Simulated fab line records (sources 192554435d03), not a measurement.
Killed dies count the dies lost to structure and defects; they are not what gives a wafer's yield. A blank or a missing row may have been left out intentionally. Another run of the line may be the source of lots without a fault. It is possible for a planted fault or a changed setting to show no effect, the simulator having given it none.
Split-lot study :: flow n5-finfet :: route with 1938 steps; 7 lots, 21 wafers read

SPLIT DETAILS
At N5_BEOL_M8_ETCH_65 (etches SiARC in CF4, target depth 15.6 nm, time 26 s), the setting source-w was moved away from the recipe's 545 W on 6 of the 21 wafers read, by -15.3% to +5.1%. This setting was run at the recipe's value on the other wafers.

The split's own step is where the reading is taken.

THE READING
rf-vpp-V, in V, at N5_BEOL_M8_ETCH_65 (etches SiARC in CF4, target depth 15.6 nm, time 26 s). A value of 184.2 V with a standard deviation of 1.2 V is what fault-free wafers of this fab line usually give.

wafer: L077.1
tool, chamber at the split: rie-diel-04, 3
source-w as run, W: 545
against the recipe: recipe
rf-vpp-V, V: 182.7
against lot-mates on the recipe: -

wafer: L077.5
tool, chamber at the split: rie-diel-04, 3
source-w as run, W: 545
against the recipe: recipe
rf-vpp-V, V: 184.3
against lot-mates on the recipe: -

wafer: L077.6
tool, chamber at the split: rie-diel-04, 2
source-w as run, W: 545
against the recipe: recipe
rf-vpp-V, V: 183.0
against lot-mates on the recipe: -

wafer: L079.1
tool, chamber at the split: rie-diel-03, 0
source-w as run, W: 545
against the recipe: recipe
rf-vpp-V, V: 184.5
against lot-mates on the recipe: -

wafer: L079.3
tool, chamber at the split: rie-diel-03, 1
source-w as run, W: 545
against the recipe: recipe
rf-vpp-V, V: 183.1
against lot-mates on the recipe: -

wafer: L079.4
tool, chamber at the split: rie-diel-03, 2
source-w as run, W: 545
against the recipe: recipe
rf-vpp-V, V: 186.7
against lot-mates on the recipe: -

wafer: L082.1
tool, chamber at the split: rie-diel-03, 1
source-w as run, W: 545
against the recipe: recipe
rf-vpp-V, V: 183.5
against lot-mates on the recipe: -

wafer: L082.3
tool, chamber at the split: rie-diel-03, 3
source-w as run, W: 572.9
against the recipe: +5.1%
rf-vpp-V, V: 179.9
against lot-mates on the recipe: -3.6

wafer: L082.6
tool, chamber at the split: rie-diel-03, 1
source-w as run, W: 572.9
against the recipe: +5.1%
rf-vpp-V, V: 179.4
against lot-mates on the recipe: -4.1

wafer: L083.1
tool, chamber at the split: rie-diel-04, 3
source-w as run, W: 545
against the recipe: recipe
rf-vpp-V, V: 184.1
against lot-mates on the recipe: -

wafer: L083.4
tool, chamber at the split: rie-diel-04, 2
source-w as run, W: 545
against the recipe: recipe
rf-vpp-V, V: 181.9
against lot-mates on the recipe: -

wafer: L083.5
tool, chamber at the split: rie-diel-04, 3
source-w as run, W: 545
against the recipe: recipe
rf-vpp-V, V: 182.7
against lot-mates on the recipe: -

wafer: L086.1
tool, chamber at the split: rie-diel-03, 0
source-w as run, W: 545
against the recipe: recipe
rf-vpp-V, V: 184.3
against lot-mates on the recipe: -

wafer: L086.2
tool, chamber at the split: rie-diel-03, 1
source-w as run, W: 545
against the recipe: recipe
rf-vpp-V, V: 182.8
against lot-mates on the recipe: -

wafer: L086.3
tool, chamber at the split: rie-diel-03, 3
source-w as run, W: 509.7
against the recipe: -6.5%
rf-vpp-V, V: 188.4
against lot-mates on the recipe: +4.8

wafer: L091.1
tool, chamber at the split: rie-diel-04, 1
source-w as run, W: 545
against the recipe: recipe
rf-vpp-V, V: 184.3
against lot-mates on the recipe: -

wafer: L091.2
tool, chamber at the split: rie-diel-04, 3
source-w as run, W: 461.5
against the recipe: -15.3%
rf-vpp-V, V: 193.8
against lot-mates on the recipe: +9.5

wafer: L091.5
tool, chamber at the split: rie-diel-04, 1
source-w as run, W: 461.5
against the recipe: -15.3%
rf-vpp-V, V: 195.4
against lot-mates on the recipe: +11.1

wafer: L095.3
tool, chamber at the split: rie-diel-05, 0
source-w as run, W: 545
against the recipe: recipe
rf-vpp-V, V: 187.4
against lot-mates on the recipe: -

wafer: L095.4
tool, chamber at the split: rie-diel-05, 2
source-w as run, W: 545
against the recipe: recipe
rf-vpp-V, V: 185.9
against lot-mates on the recipe: -

wafer: L095.5
tool, chamber at the split: rie-diel-05, 0
source-w as run, W: 506.7
against the recipe: -7.0%
rf-vpp-V, V: 189.8
against lot-mates on the recipe: +3.2

THE FIT
A straight line over all 21 wafers: rf-vpp-V changes by -0.716 V for each +1% of source-w; r = -0.94; the points scatter about the line by 1.4 V.
The same after taking each lot's own level away (the mean of its wafers on the recipe; 21 wafers): -0.671 V for each +1%; r = -0.97; scatter 0.95 V.
That fit puts the effect of the largest move of source-w on the reading at 10 V.
Across the lots, their own levels run from 182.90 to 186.65 V, a range of 3.1 times the standard deviation given above.
Hence the lot-to-lot level has little effect on the slope; both slopes agree.
Check: for one of the wafers moved furthest among these (-15.3%), held out of the fit, the line's prediction against its lot-mates is +10.6 V. Against them it came out at +9.5 V.
Tool readings at the split's step, against how far the setting was moved: etch-rf-on-time-s r = -0.94; rf-vpp-V r = -0.94.

OTHER SPLITS APPLIED TO THESE WAFERS
Before the reading, these wafers also passed through other splits. Each is held against what the fit with the lots' levels taken away leaves over:
other split on the same wafers: N5_BEOL_M6_ETCH_66 bias-w
wafers away from the commonest value: 3
r with rf-vpp-V (lot level and that fit taken away): -0.23

other split on the same wafers: N5_BEOL_M7_ILD_DEP_00 time-s
wafers away from the commonest value: 4
r with rf-vpp-V (lot level and that fit taken away): -0.02

other split on the same wafers: N5_BEOL_M7_COAT_60 spin-rpm
wafers away from the commonest value: 4
r with rf-vpp-V (lot level and that fit taken away): +0.26

THE WHOLE CHAIN: every reading that the file lists as answering this split, in the file's order
step: N5_BEOL_M8_ETCH_65
what it does: etches SiARC in CF4, target depth 15.6 nm, time 26 s
reading: etch-rf-on-time-s
change (the file's fit): withheld for each +1% of the setting
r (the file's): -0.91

step: N5_BEOL_M8_ETCH_65
what it does: etches SiARC in CF4, target depth 15.6 nm, time 26 s
reading: rf-vpp-V
change (the file's fit): -0.656 V for each +1% of the setting
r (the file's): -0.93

FILE'S OWN FIT
rf-vpp-V changes by -0.656 V for each +1% of source-w, r = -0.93.
